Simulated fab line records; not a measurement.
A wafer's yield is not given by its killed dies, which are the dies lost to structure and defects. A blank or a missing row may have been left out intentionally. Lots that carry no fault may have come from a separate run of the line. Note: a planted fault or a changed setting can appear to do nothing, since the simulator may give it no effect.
Which of the tools did it?    flow nand_harc    11 lots, 33 wafers sampled, at 6 steps of a route of 1302

== WHAT THE GAUGES SHOWED, per wafer ==
NHARC_P_GATE_CD_MEAS_26: target cd 120 nm. Usual: cd_nm at 119.9 nm, with a standard deviation of 0.53.
lot   measured      on         cd_nm (nm)         flag
L904  day 5 09:46   cd_sem-01  119.9 120.8 120.1  
L907  day 6 07:37   cd_sem-01  120.9 120.7 121.2  
L909  day 7 18:19   cd_sem-03  120.5 120.4 119.1  
L910  day 8 06:04   cd_sem-01  120.0 120.3 120.3  
L911  day 8 12:58   cd_sem-03  119.8 120.2 119.3  
L915  day 9 22:04   cd_sem-02  120.3 120.1 119.8  
L922  day 12 13:04  cd_sem-02  117.5 118.0 117.3  OFF
L924  day 13 09:58  cd_sem-03  117.6 118.4 117.7  OFF
L925  day 13 23:56  cd_sem-02  120.9 119.4 120.8  
L926  day 14 04:17  cd_sem-03  119.9 120.4 119.8  
L927  day 14 12:53  cd_sem-01  120.7 119.9 119.3  

NHARC_END_SORT_01. Usual: killed_at_array 64, standard deviation 18; killed_at_other 0.8, standard deviation 1.1; killed_at_periphery 3.8, standard deviation 2.7; killed_dies 68, standard deviation 18; killed_open 3.3, standard deviation 1.9; killed_short 2.3, standard deviation 1.8.
lot   measured      on         killed_at_array  killed_at_other  killed_at_periphery  killed_dies  killed_open  killed_short  flag
L911  day 28 09:58  prober-02  28 28 42         4 0 1            5 4 7                37 32 50     2 2 5        5 0 4         
L926  day 33 11:49  prober-02  34 30 25         0 0 0            10 11 7              44 41 32     5 5 5        2 1 2         

== EACH LOT AND THE TOOL THAT RAN IT (in order: tool; ch and the chambers of the sampled wafers; start) ==
lot   NHARC_P_STI_DESCUM_14               NHARC_P_GATE_PEB_24                NHARC_P_GATE_ETCH_114                          NHARC_P_GATE_ETCH_32
L904  rie_diel-10 ch 0,1,2, day 3 01:02   litho_track-04 ch 0, day 5 09:41   rie_diel-04 ch 0,1,3, day 5 10:25 or earlier   rie_si-06 ch 1,2,3, day 5 10:25
L907  rie_diel-10 ch 1,2,3, day 4 02:38   litho_track-01 ch 0, day 6 07:32   rie_diel-13 ch 1,2,3, day 6 08:16 or earlier   rie_si-02 ch 0,1,3, day 6 08:16
L909  rie_diel-09 ch 0,1,2, day 4 23:20   litho_track-04 ch 0, day 7 18:14   rie_diel-06 ch 0,1, day 7 18:59 or earlier     rie_si-01 ch 0,3, day 7 18:59
L910  rie_diel-09 ch 1,3, day 5 08:27     litho_track-06 ch 0, day 8 05:59   rie_diel-13 ch 2,3, day 8 06:44 or earlier     rie_si-06 ch 0,1,3, day 8 06:44
L911  rie_diel-12 ch 1,3, day 5 19:31     litho_track-01 ch 0, day 8 12:53   rie_diel-13 ch 0,2,3, day 8 13:38 or earlier   rie_si-02 ch 1,2,3, day 8 13:38
L915  rie_diel-09 ch 1,2,3, day 7 14:20   litho_track-04 ch 0, day 9 21:59   rie_diel-04 ch 1,2,3, day 9 22:43 or earlier   rie_si-02 ch 0,1,2, day 9 22:43
L922  rie_diel-10 ch 0,3, day 10 12:07    litho_track-04 ch 0, day 12 12:59  rie_diel-13 ch 0,1,2, day 12 13:43 or earlier  rie_si-01 ch 0,2,3, day 12 13:43
L924  rie_diel-09 ch 0,2,3, day 11 08:14  litho_track-04 ch 0, day 13 09:53  rie_diel-13 ch 1,2,3, day 13 10:37 or earlier  rie_si-02 ch 0,2,3, day 13 10:37
L925  rie_diel-12 ch 1,2,3, day 11 12:59  litho_track-01 ch 0, day 13 23:51  rie_diel-13 ch 2,3, day 14 00:35 or earlier    rie_si-01 ch 0,1,2, day 14 00:35
L926  rie_diel-09 ch 0,2,3, day 12 00:20  litho_track-06 ch 0, day 14 04:13  rie_diel-06 ch 2,3, day 14 05:00 or earlier    rie_si-01 ch 0,3, day 14 05:00
L927  rie_diel-10 ch 0,1,3, day 12 10:12  litho_track-01 ch 0, day 14 12:48  rie_diel-13 ch 0,1,2, day 14 13:34 or earlier  rie_si-01 ch 0,1,3, day 14 13:34
- NHARC_P_STI_DESCUM_14: chemistry O2, time 3 s.
- NHARC_P_GATE_PEB_24: peb time 65 s.
- NHARC_P_GATE_ETCH_114: etches the open film in CF4/O2, target depth 30 nm, overetch 3 nm, time 16.5 s.
- NHARC_P_GATE_ETCH_32: etches the open film in HBr/Cl2, target depth 150 nm, time 100.1 s.

== WHAT THE TOOLS THEMSELVES READ (means of the sampled wafers that have a number; where no wafer has one, the mark that the record gives instead) ==
NHARC_P_STI_DESCUM_14. Usual: drypump_motor_current_A 5.7 A, standard deviation 0.52; mfc_ar_sccm 0.013 sccm, standard deviation 0.015; oes_product_au 1.003 a.u., standard deviation 0.012; rf_vpp_V 57.8 V, standard deviation 0.83; showerhead_plenum_p_Torr 1.93 Torr, standard deviation 0.066; throttle_valve_pct 11.311 %, standard deviation 0.01.
lot   tool         drypump_motor_current_A (A)  mfc_ar_sccm (sccm)  oes_product_au (a.u.)  rf_vpp_V (V)  showerhead_plenum_p_Torr (Torr)  throttle_valve_pct (%)  flag
L904  rie_diel-10  5.5                          0.022               1.003                  57.5          1.93                             11.307                  
L907  rie_diel-10  5.4                          0.019               1.005                  57.4          1.92                             11.315                  
L909  rie_diel-09  5.8                          0.011               1.016                  57.8          1.98                             11.316                  
L910  rie_diel-09  5.8                          0.000               1.011                  58.8          1.99                             11.305                  
L911  rie_diel-12  6.3                          0.000               1.023                  57.9          1.91                             11.316                  
L915  rie_diel-09  5.5                          0.011               1.001                  58.0          1.97                             11.318                  
L922  rie_diel-10  5.9                          0.003               0.998                  57.7          1.86                             11.309                  
L924  rie_diel-09  5.3                          0.011               0.997                  58.1          1.93                             11.305                  
L925  rie_diel-12  6.3                          0.011               1.012                  57.7          1.89                             11.312                  
L926  rie_diel-09  5.3                          0.011               1.013                  57.9          1.93                             11.315                  
L927  rie_diel-10  5.7                          0.010               0.987                  58.3          1.86                             11.313                  

NHARC_P_GATE_ETCH_114. Usual: drypump_motor_current_A 5.6 A, standard deviation 0.42; mfc_ar_sccm 0.004 sccm, standard deviation 0.0079; oes_product_au 1.002 a.u., standard deviation 0.0096; rf_vpp_V 196.9 V, standard deviation 1.2; showerhead_plenum_p_Torr 1.29 Torr, standard deviation 0.035; throttle_valve_pct 13.398 %, standard deviation 0.0098.
lot   tool         drypump_motor_current_A (A)  mfc_ar_sccm (sccm)  oes_product_au (a.u.)  rf_vpp_V (V)  showerhead_plenum_p_Torr (Torr)  throttle_valve_pct (%)  flag
L904  rie_diel-04  5.3                          0.000               1.010                  198.1         1.33                             13.398                  
L907  rie_diel-13  5.6                          0.000               1.006                  196.5         1.28                             13.397                  
L909  rie_diel-06  5.8                          0.013               0.996                  197.7         1.30                             13.393                  
L910  rie_diel-13  5.8                          0.000               0.995                  196.3         1.28                             13.400                  
L911  rie_diel-13  5.7                          0.000               1.002                  196.4         1.28                             13.400                  
L915  rie_diel-04  5.6                          0.009               1.000                  196.5         1.31                             13.398                  
L922  rie_diel-13  5.4                          0.000               1.001                  196.3         1.27                             13.396                  
L924  rie_diel-13  5.5                          0.000               1.003                  196.4         1.28                             13.387                  
L925  rie_diel-13  5.7                          0.000               1.018                  195.9         1.28                             13.400                  
L926  rie_diel-06  6.2                          0.000               1.007                  195.9         1.26                             13.392                  
L927  rie_diel-13  5.4                          0.000               1.002                  197.2         1.27                             13.388                  

NHARC_P_GATE_ETCH_32. Usual: drypump_motor_current_A 5.8 A, standard deviation 0.39; oes_product_au 0.997 a.u., standard deviation 0.0097; throttle_valve_pct 26.406 %, standard deviation 0.0092.
lot   tool       drypump_motor_current_A (A)  oes_product_au (a.u.)  throttle_valve_pct (%)  flag
L904  rie_si-06  6.2                          0.996                  26.404                  
L907  rie_si-02  5.9                          0.993                  26.413                  
L909  rie_si-01  6.0                          1.014                  26.409                  
L910  rie_si-06  6.0                          1.000                  26.406                  
L911  rie_si-02  5.8                          0.983                  26.408                  
L915  rie_si-02  5.6                          0.986                  26.398                  
L922  rie_si-01  5.8                          0.995                  26.409                  
L924  rie_si-02  5.8                          0.996                  26.403                  
L925  rie_si-01  5.5                          1.003                  26.395                  
L926  rie_si-01  5.9                          0.997                  26.408                  
L927  rie_si-01  5.9                          0.999                  26.407                  

== THE ANSWER, worked out from the rows above alone ==
Rule: a lot is off if the mean of its wafers that have a number lies more than 3 standard deviations from the usual mean. Also off: a lot with no number at a reading for which 4 or more lots have one. All remaining lots with rows at the step are treated as sound. First the gauges in route order, then the tools' own readings, where a lot's mean is used as printed above. At the first step where some lot is off, the reading lying furthest off is the one used; lots without a number count as furthest.
Off: L922, L924 (NHARC_P_GATE_CD_MEAS_26, cd_nm).
If a tool, at a process step before that reading, ran all the lots that are off and no sound lot after the first of them, it fits. The gauges at NHARC_P_GATE_CD_MEAS_26 are tried like those tools. One fits: NHARC_P_GATE_PEB_24 on litho_track-04. Its last sound lot is L915 (day 9 21:59), its first lot that is off L922 (day 12 12:59): a fault that began between those two fits.

== WHAT THE SIMULATOR HAD INSERTED ==
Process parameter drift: litho_track-04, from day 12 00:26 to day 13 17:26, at NHARC_P_GATE_PEB_24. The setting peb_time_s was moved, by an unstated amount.
Struck lots among those shown: L922, L924. The rule above reached the same finding.
